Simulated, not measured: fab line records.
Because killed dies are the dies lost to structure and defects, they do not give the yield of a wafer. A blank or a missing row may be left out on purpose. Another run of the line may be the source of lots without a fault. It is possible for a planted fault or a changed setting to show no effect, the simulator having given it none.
Chamber matching + flow nand-harc + 4 sister chambers for NHARC_A_BLC_STRIP_29 on rie-diel-05
The step strips in CF4. 4 wafers are shown with their chamber, then 7 later ones without.

WAFERS PAIRED WITH THEIR CHAMBERS
| wafer  | chamber | drypump-motor-current-A (A) |
|--------|---------|-----------------------------|
| L981.2 | 0       | 5.65                        |
| L981.5 | 2       | 5.59                        |
| L979.4 | 3       | 5.41                        |
| L979.5 | 1       | 5.43                        |

WAFERS MISSING THEIR CHAMBER
| wafer  | drypump-motor-current-A (A) |
|--------|-----------------------------|
| L979.6 | 5.65                        |
| L982.2 | 5.66                        |
| L982.3 | 5.33                        |
| L982.4 | 5.51                        |
| L988.2 | 5.38                        |
| L988.3 | 5.63                        |
| L988.4 | 5.43                        |

WHICH CHAMBER EACH WENT THROUGH
| wafer  | from the rows above               | in truth |
|--------|-----------------------------------|----------|
| L979.6 | can't be placed: 0 or 2           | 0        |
| L982.2 | can't be placed: 0 or 2           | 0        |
| L982.3 | can't be placed: 3 or 1           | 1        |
| L982.4 | can't be placed: 1 or 2 or 3 or 0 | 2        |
| L988.2 | can't be placed: 3 or 1           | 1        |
| L988.3 | can't be placed: 0 or 2           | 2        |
| L988.4 | can't be placed: 1 or 3           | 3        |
0 of 7 placed correctly. Not placeable from these rows: 7 (in 7, the candidates include the true chamber). Placed wrongly: 0.
How it was worked out, from the rows above alone: a wafer's distance from a chamber is the root of the sum, over the readings, of the square of ((its reading less the chamber's mean) divided by the reading's scatter). The wafer belongs to the nearest chamber; if the next one is less than 2 further off, it can't be placed. A chamber's mean is the mean of its shown wafers. The scatter: with one shown wafer a chamber, the root of the mean of the squares of how far each hidden wafer lies from its nearest shown one.
